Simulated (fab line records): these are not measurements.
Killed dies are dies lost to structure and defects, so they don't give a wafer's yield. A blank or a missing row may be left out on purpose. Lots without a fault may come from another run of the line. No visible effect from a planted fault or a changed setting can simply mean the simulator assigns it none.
Which tool did it? | flow n5 finfet | 72 wafers from 24 lots sampled at 3 of the route's 1938 steps

WHAT THE GAUGES READ, wafer by wafer
N5_BEOL_M2_THK_MEAS_01. Usual: M2_ILD_THK gives 79.1 nm (standard deviation 1).
lot  | measured     | on            | M2_ILD_THK (nm) | flag
L074 | day 6 19:26  | film metro-02 | 79.3 79.3 79.8  |
L075 | day 6 20:19  | film metro-02 | 78.8 79.8 79.1  |
L076 | day 7 02:15  | film metro-01 | 77.0 77.8 79.3  |
L077 | day 7 08:16  | film metro-02 | 77.2 78.1 79.9  |
L078 | day 7 08:51  | film metro-01 | 80.7 79.9 79.8  |
L079 | day 7 17:52  | film metro-01 | 79.3 79.6 79.5  |
L080 | day 8 00:29  | film metro-02 | 79.3 77.9 80.5  |
L082 | day 8 22:21  | film metro-01 | 78.9 79.8 78.1  |
L081 | day 9 00:14  | film metro-02 | 78.1 76.0 78.2  |
L083 | day 9 02:57  | film metro-02 | 78.5 80.6 78.9  |
L084 | day 9 07:16  | film metro-02 | 79.4 77.6 79.8  |
L085 | day 9 07:49  | film metro-02 | 78.3 80.4 78.6  |
L087 | day 9 15:32  | film metro-02 | 77.9 80.6 80.4  |
L086 | day 9 16:16  | film metro-02 | 77.5 79.0 79.4  |
L088 | day 10 05:55 | film metro-02 | 78.3 77.5 79.5  |
L089 | day 10 14:01 | film metro-02 | 76.8 78.3 78.6  |
L090 | day 10 17:22 | film metro-02 | 78.5 80.1 79.4  |
L092 | day 11 03:07 | film metro-02 | 77.4 79.8 78.9  |
L091 | day 11 03:25 | film metro-02 | 78.4 78.6 80.2  |
L093 | day 11 06:14 | film metro-01 | 80.1 80.5 79.8  |
L095 | day 12 00:10 | film metro-01 | 79.1 79.3 79.5  |
L094 | day 12 00:13 | film metro-01 | 79.7 80.8 80.8  |
L097 | day 12 02:04 | film metro-01 | 78.8 79.5 79.1  |
L096 | day 12 02:04 | film metro-02 | 78.8 79.7 80.7  |

N5_BEOL_M2_CD_MEAS_11: target cd 16.79 nm. Usual: 16.65 nm for cd nm, sd 0.24.
lot  | measured     | on        | cd nm (nm)        | flag
L074 | day 6 22:00  | cd sem-03 | 16.76 16.86 16.61 |
L075 | day 6 22:28  | cd sem-01 | 16.75 16.78 16.80 |
L076 | day 7 04:32  | cd sem-02 | 16.71 16.64 16.74 |
L077 | day 7 11:29  | cd sem-03 | 16.57 16.38 16.79 |
L078 | day 7 12:16  | cd sem-03 | 16.59 16.72 17.24 |
L079 | day 7 19:28  | cd sem-02 | 16.17 16.60 16.10 |
L080 | day 8 01:05  | cd sem-01 | 16.41 16.69 16.73 |
L082 | day 8 23:19  | cd sem-03 | 16.30 16.70 16.58 |
L081 | day 9 02:29  | cd sem-02 | 16.84 16.92 16.77 |
L083 | day 9 03:48  | cd sem-02 | 16.58 16.60 17.08 |
L084 | day 9 09:41  | cd sem-01 | 16.65 16.70 16.52 |
L085 | day 9 09:46  | cd sem-01 | 16.79 16.85 17.08 |
L087 | day 9 16:53  | cd sem-01 | 16.67 16.42 16.56 |
L086 | day 9 17:21  | cd sem-01 | 16.49 16.53 16.57 |
L088 | day 10 08:02 | cd sem-03 | 16.51 16.66 16.40 |
L089 | day 10 15:28 | cd sem-01 | 16.65 16.52 16.98 |
L090 | day 10 20:00 | cd sem-03 | 16.67 16.65 16.96 |
L092 | day 11 05:22 | cd sem-02 | 16.23 16.37 16.58 |
L091 | day 11 05:25 | cd sem-02 | 16.61 16.99 16.54 |
L093 | day 11 07:05 | cd sem-03 | 16.63 16.94 16.69 |
L095 | day 12 02:47 | cd sem-01 | 16.46 16.50 16.60 |
L094 | day 12 02:58 | cd sem-02 | 16.68 16.60 16.59 |
L097 | day 12 03:20 | cd sem-03 | 16.48 16.51 17.09 |
L096 | day 12 03:22 | cd sem-01 | 17.20 16.88 16.35 |

N5_BEOL_M2_OVL_MEAS_12. Usual: M2_OVL gives 0.3 nm (standard deviation 0.62).
lot  | measured     | on         | M2_OVL (nm)    | flag
L074 | day 6 22:02  | overlay-01 | 0.2 0.6 0.8    |
L075 | day 6 22:31  | overlay-01 | 1.0 1.5 1.1    |
L076 | day 7 04:34  | overlay-02 | -0.5 -0.3 0.4  |
L077 | day 7 11:31  | overlay-01 | 1.3 0.3 -0.8   |
L078 | day 7 12:18  | overlay-01 | -0.5 0.6 0.2   |
L079 | day 7 19:30  | overlay-01 | 0.3 0.9 0.8    |
L080 | day 8 01:07  | overlay-02 | 0.1 -0.3 0.1   |
L082 | day 8 23:21  | overlay-02 | 1.2 0.8 0.6    |
L081 | day 9 02:31  | overlay-01 | 0.4 0.5 0.1    |
L083 | day 9 03:50  | overlay-01 | -0.7 0.5 0.0   |
L084 | day 9 09:44  | overlay-02 | 0.9 0.8 1.5    |
L085 | day 9 09:49  | overlay-02 | -0.4 0.9 0.6   |
L087 | day 9 16:55  | overlay-02 | 1.0 -0.3 0.9   |
L086 | day 9 17:23  | overlay-02 | 0.8 1.5 0.6    |
L088 | day 10 08:04 | overlay-02 | -0.1 -0.3 -0.7 |
L089 | day 10 15:30 | overlay-01 | 0.5 0.5 0.2    |
L090 | day 10 20:02 | overlay-01 | -0.5 -0.3 -0.1 |
L092 | day 11 05:25 | overlay-01 | 0.8 0.8 1.0    |
L091 | day 11 05:26 | overlay-02 | 0.9 1.1 1.4    |
L093 | day 11 07:08 | overlay-02 | -1.1 -0.9 -0.8 |
L095 | day 12 02:49 | overlay-02 | 0.2 -0.5 -0.1  |
L094 | day 12 03:00 | overlay-02 | -0.3 -0.3 0.9  |
L097 | day 12 03:22 | overlay-02 | 0.3 1.0 0.2    |
L096 | day 12 03:25 | overlay-01 | 0.1 0.2 -0.6   |

WHICH TOOL RAN EACH LOT (tool, then ch and the chambers of the sampled wafers, then the start)
There is no process step in the record ahead of these readings.

AS READ BY THE TOOLS THEMSELVES (means over the sampled wafers that have a number; for cases with no such wafer, the mark the record gives instead)
The record holds no such reading with a usual standard deviation.

THE ANSWER, worked out from the rows above alone
Rule: lot off if the mean of its wafers having a number is beyond 3 standard deviations from the usual mean. A lot without any number at a reading at which 4 lots or more have one is off too. Where the step has rows for the other lots, those lots are counted as sound. The gauges are gone through in route order, then the tools' own readings, and for those a lot's mean is taken as printed above. At the first step where some lot is off, the reading lying furthest off is the one used; lots without a number count as furthest.
No lot is off on any of the readings shown, so nothing can be concluded from this.

WHAT THE SIMULATOR HAD PUT IN
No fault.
